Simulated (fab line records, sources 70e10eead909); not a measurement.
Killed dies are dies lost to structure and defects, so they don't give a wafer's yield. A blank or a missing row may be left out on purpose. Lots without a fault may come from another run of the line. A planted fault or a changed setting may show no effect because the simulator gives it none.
fab line records | flow nand_harc
record lots=15 wafers=45 last_day=33
route steps=1302 shown A_BONDPAD@1203
lots that met no fault: from a run of the same line without faults
start_h: hours from the record's first day to the start of the lot's first wafer shown | wait_h: hours since the lot's step before | " the same as in the row above | L1.1+2: a row that stands for several wafers | - no value, or no start given | * or withheld: withheld | < > ~ a bound
route shown NAME@n: a module of which the file shows steps, and the number in the route of the first | usual: mean/standard deviation of fault-free wafers | same: alike in all rows | chamber/n: place in a boat | sites: the reading at each site | _std_site: their standard deviation | _edge_site: outer sites' mean less inner sites' | radius_mm: how far each site lies from the wafer's centre | mask NAME#n: copy n | behind: the tool/chamber that last shaped the wafer | hold: why the lot was held/for how many hours/how that ended | device: the transistor (n, p or np) that didn't switch | end of line: the same wafers' tests at the end of the route | a step without rows: its recipe alone | killed: dies lost to structure and defects at the first sort, not the wafer's yield | map: a wafer's dies, x killed, . not, _ none there
set.NAME: the setting as run; set.NAME@STEP: as run at that earlier step | model.NAME: the simulator's own value behind a step, which no gauge read
steps of the route over a sample of lots; a table a step, a row a wafer
services: from which hour (start_h, from the record's first day; less than 0 if before it) a tool's chamber was out of use, for how many hours, and why
## steps
# step NHARC_A_BONDPAD_CMP_29
# recipe target_thk_nm=200 material=SiCN
# usual motor_current_A=12.3/1
# columns lot.wafer tool chamber start_h wait_h motor_current_A
L323.2 cmp-04 3 531.29 0.4 11.6
L323.1 " 1 " " 12.9
L323.4 " 2 " " 14.3
L325.4 cmp-03 1 547.27 - 12.0
L325.2 " 3 " " 9.5
L325.3 " 0 " " 11.3
L328.3 cmp-03 3 585.16 - 10.2
L328.5 " 0 " " 11.6
L328.6 " 1 " " 12.1
L332.4 cmp-01 2 606.58 - 12.5
L332.1 " 0 " " 12.3
L332.5 " 3 " " 12.0
L334.3 cmp-03 3 623.75 - 10.3
L334.1 " 0 " " 11.4
L334.6 " 2 " " 11.8
L336.3 cmp-04 1 654.97 - 13.2
L336.2 " 3 " " 12.9
L336.6 " 1 " " 12.8
L335.4 cmp-04 2 656.17 - 13.6
L335.2 " 0 " " 11.8
L335.3 " 1 " " 13.4
L338.3 cmp-04 2 669.71 - 13.5
L338.5 " 0 " " 12.1
L338.6 " 1 " " 13.4
L337.3 cmp-04 3 674.30 - 12.1
L337.4 " 0 " " 11.9
L337.6 " 2 " " 13.5
L339.3 cmp-03 2 699.57 - 12.6
L339.2 " 3 " " 10.0
L339.1 " 0 " " 11.1
L340.3 cmp-01 3 702.92 - 11.7
L340.2 " 0 " " 13.4
L340.6 " 0 " " 12.7
L342.3 cmp-04 0 718.49 - 12.1
L342.2 " 1 " " 12.7
L342.5 " 3 " " 12.8
L344.3 cmp-04 1 734.95 - 13.2
L344.6 " 3 " " 12.3
L344.5 " 0 " " 12.0
L345.3 cmp-03 2 747.93 - 12.0
L345.1 " 3 " " 9.9
L345.5 " 2 " " 11.6
L346.4 cmp-04 0 762.19 - 12.3
L346.2 " 1 " " 13.0
L346.3 " 2 " " 14.5
# step NHARC_A_BONDPAD_ETCH_34
# recipe target_depth_a=600 overetch_a=180 time_s=65.91 ion_energy_ev=200 n2_flow_sccm=150 h2_flow_sccm=150 ar_flow_sccm=0 rf_w=400 bias_w=150 chemistry=N2/H2
# usual bias_w=149.9/0.43 chamber_pressure_mTorr=30.002/0.028 drypump_motor_current_A=5.9/0.42 oes_product_au=1.003/0.014 rf_fwd_power_W=396.7/1.6 rf_vpp_V=429.7/3 showerhead_plenum_p_Torr=2.01/0.11 throttle_valve_pct=14.170/0.0091
# columns lot.wafer tool chamber start_h wait_h bias_w chamber_pressure_mTorr drypump_motor_current_A oes_product_au rf_fwd_power_W rf_hours_counter_h rf_vpp_V showerhead_plenum_p_Torr throttle_valve_pct
L323.4 rie_diel-10 2 532.40 0.1 149.6 30.009 6.3 1.010 398.1 2 433.2 2.13 14.163
L323.2 " 3 " " 150.9 29.997 5.6 1.002 396.1 2 426.3 1.91 14.169
L323.1 " 0 " " 149.7 30.012 5.3 1.010 396.8 2 428.0 1.91 14.160
L325.4 rie_diel-01 0 548.26 0.1 150.7 29.982 6.3 1.010 396.6 32 431.7 2.10 14.172
L325.3 " 1 " " 150.3 29.976 5.4 0.973 396.1 34 435.0 2.21 14.156
L325.2 " 2 " " 149.9 30.025 5.9 0.979 395.3 36 430.8 1.96 14.163
L328.3 rie_diel-10 1 586.22 0.1 149.9 30.003 6.3 0.992 398.6 4 427.9 1.96 14.157
L328.5 " 2 " " 149.4 30.008 6.4 1.021 398.2 - 433.8 2.13 14.166
L328.6 " 3 " " 149.7 30.004 5.6 1.008 396.6 - 427.7 1.91 14.187
L332.4 rie_diel-01 1 607.57 0.1 149.4 29.941 5.5 0.996 396.0 6 435.7 2.20 14.177
L332.1 " 2 " " 149.9 29.996 5.9 0.998 396.6 6 428.7 1.96 14.173
L332.5 " 0 " " 149.9 30.043 6.3 1.016 392.7 - 432.8 2.10 14.197
L334.1 rie_diel-03 1 624.81 0.1 149.7 29.986 5.9 1.008 395.4 39 432.8 2.14 14.180
L334.3 " 0 " " 150.2 29.987 6.0 1.010 398.0 37 428.7 2.00 14.166
L334.6 " 2 " " 149.9 30.016 6.1 1.016 394.9 - 435.3 2.21 14.173
L336.3 rie_diel-10 1 655.97 0.1 150.1 30.040 6.3 0.984 399.7 1 427.7 1.96 14.157
L336.2 " 3 " " 150.4 30.014 5.6 1.021 394.6 1 428.0 1.91 14.168
L336.6 " 0 " " 149.8 30.034 5.3 1.018 400.1 - 426.3 1.91 14.183
L335.2 rie_diel-03 3 657.15 0.1 150.4 30.046 5.8 1.009 395.9 43 431.3 2.07 14.163
L335.3 " 0 " " 150.1 29.992 6.0 1.022 399.4 51 428.5 1.99 14.174
L335.4 " 1 " " 149.7 30.049 5.9 1.006 396.5 50 433.0 2.14 14.174
L338.3 rie_diel-01 1 670.77 0.1 149.6 29.967 5.4 0.982 396.6 8 435.0 2.20 14.168
L338.6 " 1 " " 149.9 29.937 5.5 0.980 396.2 - 434.3 2.20 14.162
L338.5 " 2 " " 149.8 30.014 5.9 0.988 395.2 - 428.8 1.96 14.172
L337.4 rie_diel-10 0 675.38 0.1 149.7 30.012 5.3 1.032 394.6 1 427.8 1.91 14.153
L337.3 " 3 " " 150.0 29.952 5.6 1.015 396.2 2 427.0 1.91 14.177
L337.6 " 0 " " 149.6 30.027 5.3 1.025 395.8 - 425.7 1.91 14.178
L339.3 rie_diel-10 1 700.57 0.1 150.4 29.970 6.3 0.981 398.5 2 428.8 1.96 14.170
L339.2 " 2 " " 149.8 30.003 6.4 0.998 397.5 2 432.7 2.13 14.170
L339.1 " 3 " " 150.5 30.000 5.6 1.026 394.5 2 426.2 1.91 14.161
L340.2 rie_diel-10 3 704.05 0.1 149.9 30.013 5.6 1.016 396.4 2 427.8 1.91 14.163
L340.3 " 1 " " 150.0 29.961 6.3 0.976 398.2 2 429.0 1.96 14.170
L340.6 " 3 " " 149.6 30.013 5.6 1.025 394.7 - 427.0 1.91 14.180
L342.3 rie_diel-10 0 719.58 0.1 150.5 30.041 5.3 1.018 401.0 2 427.0 1.91 14.171
L342.2 " 1 " " 149.2 29.943 6.3 0.975 398.7 3 428.8 1.96 14.169
L342.5 " 0 " " 151.1 29.979 5.3 1.015 399.6 - 425.9 1.91 14.156
L344.3 rie_diel-10 1 735.91 0.1 149.6 29.977 6.3 0.978 395.2 3 428.2 1.96 14.155
L344.5 " 2 " " 150.1 29.980 6.3 0.999 398.2 - 431.6 2.13 14.174
L344.6 " 3 " " 149.9 29.979 5.6 1.018 396.1 - 427.0 1.91 14.178
L345.3 rie_diel-10 0 749.05 0.1 149.9 29.994 5.2 1.011 397.7 4 427.0 1.91 14.167
L345.1 " 1 " " 149.4 30.016 6.3 0.993 397.4 4 429.4 1.96 14.170
L345.5 " 3 " " 150.8 29.994 5.6 1.014 395.2 - 427.6 1.91 14.169
L346.2 rie_diel-01 1 763.33 0.1 150.6 30.001 5.5 0.992 397.2 7 435.0 2.19 14.173
L346.3 " 2 " " 149.7 30.024 5.9 0.983 395.0 7 428.0 1.95 14.166
L346.4 " 1 " " 150.4 29.992 5.5 0.979 395.9 - 435.3 2.19 14.163
# step NHARC_A_BONDPAD_ETCH_24
# recipe target_depth_a=300 over_etch_frac=0.3 time_s=72.99 ion_energy_ev=150 cf4_flow_sccm=50 n2_flow_sccm=100 ar_flow_sccm=150 rf_w=300 bias_w=100 chemistry=CF4/N2
# usual bias_w=100.02/0.3 cf4_flow_sccm=50.02/0.15 drypump_motor_current_A=5.8/0.42 oes_product_au=1.003/0.012 rf_fwd_power_W=297.4/1.1 rf_vpp_V=313.9/2.5 showerhead_plenum_p_Torr=2.60/0.13 throttle_valve_pct=19.793/0.0097
# columns lot.wafer tool chamber start_h wait_h bias_w cf4_flow_sccm drypump_motor_current_A oes_product_au rf_fwd_power_W rf_hours_counter_h rf_vpp_V showerhead_plenum_p_Torr throttle_valve_pct
L323.1 rie_diel-03 1 532.86 - 100.22 49.93 5.9 0.999 296.8 6 317.4 2.76 19.783
L323.2 " 2 " " 99.99 50.47 6.1 1.012 298.4 4 317.7 2.84 19.779
L323.4 " 0 " " 99.74 49.98 6.0 1.029 296.5 6 312.5 2.59 19.805
L325.3 rie_diel-01 2 548.71 - 99.96 49.88 5.9 0.974 297.0 36 311.9 2.53 19.802
L325.2 " 3 " " 100.34 49.88 5.2 1.001 295.8 35 310.4 2.44 19.809
L325.4 " 1 " " 99.90 50.06 5.4 0.981 300.3 34 317.3 2.82 19.794
L328.3 rie_diel-10 3 586.67 - 99.84 49.96 5.6 1.009 294.6 4 311.1 2.47 19.778
L328.6 " 1 " " 99.78 49.86 6.3 0.986 298.0 - 312.9 2.53 19.797
L328.5 " 2 " " 100.43 50.22 6.4 1.016 299.3 - 316.0 2.74 19.787
L332.1 rie_diel-01 3 608.03 - 100.52 50.11 5.1 1.002 297.5 6 311.0 2.44 19.793
L332.4 " 0 " " 100.38 50.13 6.3 1.011 296.7 6 314.9 2.70 19.801
L332.5 " 3 " " 100.28 50.06 5.2 1.011 296.6 - 308.8 2.44 19.779
L334.1 rie_diel-01 2 625.27 - 100.59 50.26 5.9 1.002 297.1 7 313.2 2.53 19.798
L334.3 " 0 " " 99.35 49.99 6.3 1.014 297.2 6 317.2 2.70 19.798
L334.6 " 1 " " 99.50 50.11 5.5 1.000 298.5 - 317.1 2.82 19.775
L336.3 rie_diel-01 0 656.46 0.1 99.86 50.16 6.3 1.019 295.6 14 315.0 2.69 19.793
L336.2 " 3 " " 100.42 50.07 5.2 0.998 296.3 14 310.3 2.43 19.784
L336.6 " 3 " " 99.59 50.06 5.2 0.989 297.3 - 311.8 2.43 19.795
L335.3 rie_diel-01 3 657.64 0.2 100.04 50.05 5.1 1.000 296.6 14 309.8 2.43 19.790
L335.2 " 2 " " 100.04 49.98 5.9 0.995 297.2 14 312.6 2.53 19.805
L335.4 " 3 " " 100.38 50.00 5.2 1.007 297.1 - 309.7 2.43 19.787
L338.3 rie_diel-01 0 671.24 - 100.60 49.96 6.3 1.011 296.8 15 314.8 2.69 19.789
L338.6 " 3 " " 100.49 49.98 5.1 1.003 297.4 - 310.6 2.43 19.792
L338.5 " 0 " " 100.23 50.01 6.3 1.009 295.4 - 315.2 2.69 19.785
L337.4 rie_diel-01 3 675.85 - - - - - - - - - -
L337.3 " 1 " " - - - - - - - - -
L337.6 " 3 " " - - - - - - - - -
L339.1 rie_diel-10 1 701.02 - - - - - - - - - -
L339.3 " 2 " " - - - - - - - - -
L339.2 " 0 " " - - - - - - - - -
L340.2 rie_diel-01 2 704.51 - - - - - - - - - -
L340.3 " 0 " " - - - - - - - - -
L340.6 " 1 " " - - - - - - - - -
L342.3 rie_diel-03 3 720.04 - 99.76 50.02 5.8 1.012 297.5 5 314.3 2.65 19.795
L342.2 " 0 " " 100.49 49.81 6.0 1.003 297.7 5 311.7 2.56 19.791
L342.5 " 3 " " 100.26 50.02 5.8 1.004 298.0 - 313.6 2.65 19.794
L344.3 rie_diel-10 2 736.42 - 100.06 50.00 6.3 0.998 298.4 3 315.5 2.74 19.804
L344.6 " 0 " " 99.80 49.74 5.3 1.008 296.5 - 313.2 2.47 19.788
L344.5 " 1 " " 100.52 50.13 6.3 0.998 298.6 - 312.6 2.53 19.790
L345.3 rie_diel-10 1 749.50 - 100.19 50.23 6.3 0.998 297.9 4 312.7 2.53 19.784
L345.1 " 2 " " 99.99 49.94 6.4 1.005 300.0 4 316.5 2.74 19.771
L345.5 " 2 " " 100.04 50.11 6.4 0.997 299.8 - 317.0 2.74 19.786
L346.2 rie_diel-10 0 763.82 - 100.43 50.15 5.3 1.006 297.7 5 310.9 2.47 19.798
L346.3 " 1 " " 100.23 50.09 6.3 0.993 297.5 5 312.0 2.53 19.786
L346.4 " 2 " " 100.16 50.04 6.3 0.999 300.1 5 316.6 2.74 19.795
# step NHARC_A_BONDPAD_CMP_19
# recipe t_overpolish_s=30 cu_recess_touch_s=16 target_thk_nm=169.82
# usual motor_current_A=12.2/1.1 overpolish_run_s=29.998/0.0097
# columns lot.wafer tool chamber start_h wait_h motor_current_A overpolish_run_s
L323.4 cmp-01 1 534.35 - 13.4 29.993
L323.2 " 2 " " 12.5 30.000
L323.1 " 0 " " 12.6 30.004
L325.3 cmp-01 0 550.36 - 13.1 30.001
L325.2 " 1 " " 14.3 30.010
L325.4 " 2 " " 12.4 29.984
L328.3 cmp-03 2 588.18 - 12.5 29.979
L328.6 " 1 " " 11.7 30.003
L328.5 " 2 " " 12.7 29.987
L332.1 cmp-03 2 609.50 - 11.7 30.003
L332.4 " 3 " " 10.0 29.992
L332.5 " 3 " " 9.9 30.004
L334.3 cmp-04 2 626.74 - 14.0 30.010
L334.1 " 3 " " 12.1 29.996
L334.6 " 3 " " 12.2 30.021
L336.3 cmp-01 1 657.98 - 13.9 29.979
L336.2 " 2 " " 12.0 29.996
L336.6 " 1 " " 13.6 29.998
L335.4 cmp-01 2 659.36 - 13.0 30.000
L335.3 " 3 " " 12.4 29.998
L335.2 " 1 " " 15.0 29.998
L338.3 cmp-01 1 672.70 - 13.5 30.004
L338.6 " 1 " " 14.4 30.003
L338.5 " 2 " " 12.3 30.007
L337.4 cmp-03 1 677.38 - 11.8 29.991
L337.3 " 2 " " 12.0 29.995
L337.6 " 0 " " 11.1 30.012
L339.2 cmp-01 0 702.53 - 13.1 30.005
L339.1 " 1 " " 13.5 29.988
L339.3 " 2 " " 12.4 29.986
L340.3 cmp-01 2 705.99 - 12.0 29.996
L340.2 " 3 " " 12.2 29.998
L340.6 " 2 " " 12.8 30.005
L342.2 cmp-03 2 721.58 - 11.8 29.990
L342.3 " 3 " " 10.6 30.009
L342.5 " 1 " " 12.0 29.992
L344.3 cmp-04 0 737.92 - 11.7 29.994
L344.5 " 3 " " 11.4 29.984
L344.6 " 0 " " 11.8 29.990
L345.3 cmp-01 3 751.17 - 11.7 29.989
L345.1 " 0 " " 12.8 29.993
L345.5 " 2 " " 12.2 30.007
L346.2 cmp-01 3 765.31 - 11.8 30.001
L346.3 " 1 " " 13.6 30.010
L346.4 " 2 " " 12.6 29.992
## services
# columns tool chamber start_h hours kind
rie_diel-03 - 515.03 9.0 pm
cmp-04 - 549.56 1.7 repair
cmp-03 - 554.14 4.0 pm
rie_diel-01 - 557.95 9.0 pm
cmp-04 - 562.40 0.7 repair
rie_diel-10 1 566.15 8.6 repair
cmp-01 - 577.72 4.0 pm
rie_diel-10 - 596.50 9.0 pm
cmp-04 - 601.07 4.0 pm
cmp-04 - 606.51 3.2 repair
cmp-03 - 612.83 3.1 repair
rie_diel-10 1 629.64 7.9 repair
rie_diel-01 - 636.88 0.2 repair
cmp-01 - 637.66 2.3 repair
cmp-03 - 652.14 4.0 pm
rie_diel-01 1 656.12 5.1 repair
cmp-01 - 675.72 4.0 pm
rie_diel-03 - 692.03 9.0 pm
cmp-04 - 695.81 3.9 repair
rie_diel-01 0 729.22 4.8 repair
rie_diel-10 3 731.52 3.1 repair
rie_diel-01 - 734.95 9.0 pm
rie_diel-03 0 743.76 7.2 repair
cmp-03 - 750.14 4.0 pm
## key
first_sign step=NHARC_A_BONDPAD_ETCH_24 reading=tool_record direction=missing
effect none on later readings
met_at NHARC_A_BONDPAD_ETCH_24
struck_lots L337,L339,L340
later_rows_left_out L337.3,L337.4,L337.6,L339.1,L339.2,L339.3,L340.2,L340.3,L340.6
sort_left_out L337.3,L337.4,L337.6,L339.1,L339.2,L339.3,L340.2,L340.3,L340.6
not_acting_at NHARC_A_BONDPAD_CMP_29,NHARC_A_BONDPAD_ETCH_34,NHARC_A_BONDPAD_CMP_19
onset_between 671.24 675.85
fault kind=skipped_step_whole tool=rie_diel-01,rie_diel-10 chamber=- onset_h=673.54 steps=NHARC_A_BONDPAD_ETCH_24 scope=struck_lots_only
# sort_left_out: the simulated sort isn't trusted on such a fault, so these wafers' sort isn't shown, and their yield isn't known
# later_rows_left_out: the simulator's readings of these wafers behind a module that went badly wrong aren't trusted and aren't shown, but for the sort
